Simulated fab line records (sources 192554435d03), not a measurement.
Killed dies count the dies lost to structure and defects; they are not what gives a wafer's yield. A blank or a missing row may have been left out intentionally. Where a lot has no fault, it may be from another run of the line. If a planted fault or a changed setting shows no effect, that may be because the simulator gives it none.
Which tool is to blame? || flow n5_finfet || 12 lots with 36 wafers sampled at 2 steps, on a route of 1938 steps

## WHAT THE GAUGES SHOWED, per wafer
N5_BEOL_M8_INSPECT_13: inspects for defects (brightfield).
{"lot": "L075", "measured": "day 9 09:17", "on": "defect_inspect-01", "raw_defect_count": "543 379 339"}
{"lot": "L077", "measured": "day 9 18:19", "on": "defect_inspect-01", "raw_defect_count": "447 352 521"}
{"lot": "L079", "measured": "day 10 10:08", "on": "defect_inspect-01", "raw_defect_count": "303 261 333"}
{"lot": "L083", "measured": "day 11 05:58", "on": "defect_inspect-01", "raw_defect_count": "532 377 416"}
{"lot": "L080", "measured": "day 11 15:07", "on": "defect_inspect-02", "raw_defect_count": "291 438 328"}
{"lot": "L085", "measured": "day 12 03:14", "on": "defect_inspect-01", "raw_defect_count": "348 483 403"}
{"lot": "L087", "measured": "day 12 09:59", "on": "defect_inspect-02", "raw_defect_count": "412 420 421"}
{"lot": "L091", "measured": "day 13 08:56", "on": "defect_inspect-02", "raw_defect_count": "377 375 404"}
{"lot": "L093", "measured": "day 13 14:44", "on": "defect_inspect-02", "raw_defect_count": "470 424 382"}
{"lot": "L092", "measured": "day 13 20:29", "on": "defect_inspect-01", "raw_defect_count": "377 352 357"}
{"lot": "L095", "measured": "day 14 13:31", "on": "defect_inspect-01", "raw_defect_count": "300 408 265"}
{"lot": "L097", "measured": "day 14 21:05", "on": "defect_inspect-01", "raw_defect_count": "326 299 331"}

## WHAT TOOL EACH LOT RAN ON (gives the tool, then ch and the chambers of the sampled wafers, and finally the start)
{"lot": "L075", "N5_BEOL_M7_DEP_56": "pecvd-01 ch 0,2, day 9 06:59"}
{"lot": "L077", "N5_BEOL_M7_DEP_56": "pecvd-01 ch 1,2, day 9 15:30"}
{"lot": "L079", "N5_BEOL_M7_DEP_56": "pecvd-02 ch 0,2, day 10 08:18"}
{"lot": "L083", "N5_BEOL_M7_DEP_56": "pecvd-02 ch 0,1, day 11 02:46"}
{"lot": "L080", "N5_BEOL_M7_DEP_56": "pecvd-03 ch 1,2, day 11 11:41"}
{"lot": "L085", "N5_BEOL_M7_DEP_56": "pecvd-01 ch 1,2, day 12 01:35"}
{"lot": "L087", "N5_BEOL_M7_DEP_56": "pecvd-03 ch 0,1,2, day 12 08:35"}
{"lot": "L091", "N5_BEOL_M7_DEP_56": "pecvd-02 ch 0,1,2, day 13 07:08"}
{"lot": "L093", "N5_BEOL_M7_DEP_56": "pecvd-03 ch 0,1,2, day 13 12:32"}
{"lot": "L092", "N5_BEOL_M7_DEP_56": "pecvd-03 ch 0,1, day 13 16:19"}
{"lot": "L095", "N5_BEOL_M7_DEP_56": "pecvd-03 ch 0,1,2, day 14 11:42"}
{"lot": "L097", "N5_BEOL_M7_DEP_56": "pecvd-01 ch 0,1, day 14 19:29"}
- N5_BEOL_M7_DEP_56: deposits SiCN from 3MS/NH3, target thk 10 nm, time 17.5 s.

## THE ANSWER, worked out from the rows above alone
Rule: the usual values come from the lots themselves. The widest of any qualifying gaps counts: lots, ordered by their means at a reading, are off when they make up no more than a third of the lots, leave a main group of 4 or more, and stand apart from it by 3 or more times the standard deviation of that group's means. The tables above print the reading to a certain number of digits; a main group whose means all agree to those digits is not used. A lot without any number at a reading at which 4 lots or more have one is off too. Any other lot the step has rows for is counted as sound.
None of the lots is off at any reading shown; this tells nothing.

## WHAT HAD BEEN PUT IN BY THE SIMULATOR
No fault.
